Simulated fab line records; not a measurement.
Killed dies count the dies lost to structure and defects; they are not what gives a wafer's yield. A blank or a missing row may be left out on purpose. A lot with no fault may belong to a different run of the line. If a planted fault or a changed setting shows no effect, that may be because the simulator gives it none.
Split-lot trial -- flow n5-finfet -- on a route of 1938 steps: 7 lots, 21 wafers read

ABOUT THE SPLIT
At N5_BEOL_M0_ETCH_128 (etches SiCN in CF4/N2, target depth 12 nm, overetch 5.1 nm, time 21.4 s), the setting source-w was moved away from the recipe's 430 W on 3 of the 21 wafers read, by -10.0% to +12.1%. The other wafers ran this setting at the recipe's value.

Reading taken at the split's own step.

THE READING
rf-vpp-V, in V, at N5_BEOL_M0_ETCH_128 (etches SiCN in CF4/N2, target depth 12 nm, overetch 5.1 nm, time 21.4 s). On this fab line, fault-free wafers typically give 382.2 V with a standard deviation of 1.4 V.

wafer,"tool, chamber at the split","source-w as run, W",against the recipe,"rf-vpp-V, V",against lot-mates on the recipe
L076.2,"rie-diel-04, 1",430,recipe,382.8,-
L076.4,"rie-diel-04, 3",481.9,+12.1%,365.1,-17.6
L076.6,"rie-diel-04, 0",430,recipe,382.7,-
L081.2,"rie-diel-03, 0",430,recipe,383.6,-
L081.3,"rie-diel-03, 1",430,recipe,381.6,-
L081.5,"rie-diel-03, 3",430,recipe,382.2,-
L083.2,"rie-diel-04, 1",430,recipe,380.1,-
L083.5,"rie-diel-04, 3",430,recipe,381.0,-
L083.6,"rie-diel-04, 0",430,recipe,384.2,-
L084.1,"rie-diel-04, 1",430,recipe,383.2,-
L084.2,"rie-diel-04, 3",430,recipe,377.5,-
L084.5,"rie-diel-04, 3",430,recipe,378.6,-
L087.1,"rie-diel-03, 0",430,recipe,383.5,-
L087.4,"rie-diel-03, 2",430,recipe,384.0,-
L087.6,"rie-diel-03, 3",430,recipe,381.7,-
L096.1,"rie-diel-03, 3",430,recipe,383.1,-
L096.5,"rie-diel-03, 0",430,recipe,382.0,-
L096.6,"rie-diel-03, 1",430,recipe,380.6,-
L097.2,"rie-diel-03, 3",386.8,-10.0%,395.4,+13.3
L097.4,"rie-diel-03, 3",430,recipe,382.1,-
L097.6,"rie-diel-03, 0",386.8,-10.0%,396.6,+14.5

FIT RESULTS
A straight line over all 21 wafers: rf-vpp-V changes by -1.4 V for each +1% of source-w; r = -0.96; the points scatter about the line by 1.7 V.
The same after taking each lot's own level away (the mean of its wafers on the recipe; 21 wafers): -1.42 V for each +1%; r = -0.97; scatter 1.4 V.
The reading moves by 17 V for the largest change in source-w, on that fit.
From 379.77 to 383.07 V: that is the span of the lots' own levels, equal to 2.4 times the standard deviation above.
The two slopes are in agreement: the lot-to-lot level therefore moves the slope only a little.
Check: for one of the wafers moved furthest among these (+12.1%), held out of the fit, the line's prediction against its lot-mates is -16.7 V. It came out at -17.6 V against them.
Tool readings at the split's step, against how far the setting was moved: rf-vpp-V r = -0.96.

ADDITIONAL SPLITS CARRIED BY THESE WAFERS
Other splits were also applied to these wafers ahead of the reading. Each is held against what the fit with the lots' levels taken away leaves over:
other split on the same wafers,wafers away from the commonest value,r with rf-vpp-V (lot level and that fit taken away)
N5_SD_ACTIVATION_LSA_01 temp-c,4,+0.11
N5_HKMG_FIN_COAT_30 spin-rpm,7,-0.25
N5_HKMG_FIN_DEVELOP_11 develop-time-s,6,-0.07
N5_MOL_CONTACT_COAG_PRECLEAN_111 time-s,5,-0.10
N5_MOL_CONTACT_COAG_SPUTTER_130 power-w,6,+0.19
N5_MOL_CONTACT_COAG_ETCH_67 source-w,7,-0.31
N5_MOL_CONTACT_COAG_CVD_140 target-thk-a,6,+0.00
N5_BEOL_M0_SAQP_PECVD_96 time-s,9,+0.19
N5_BEOL_M0_ETCH_138 source-w,2,-0.17

THE FILE'S OWN FIT
rf-vpp-V changes by -1.43 V for each +1% of source-w, r = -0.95.
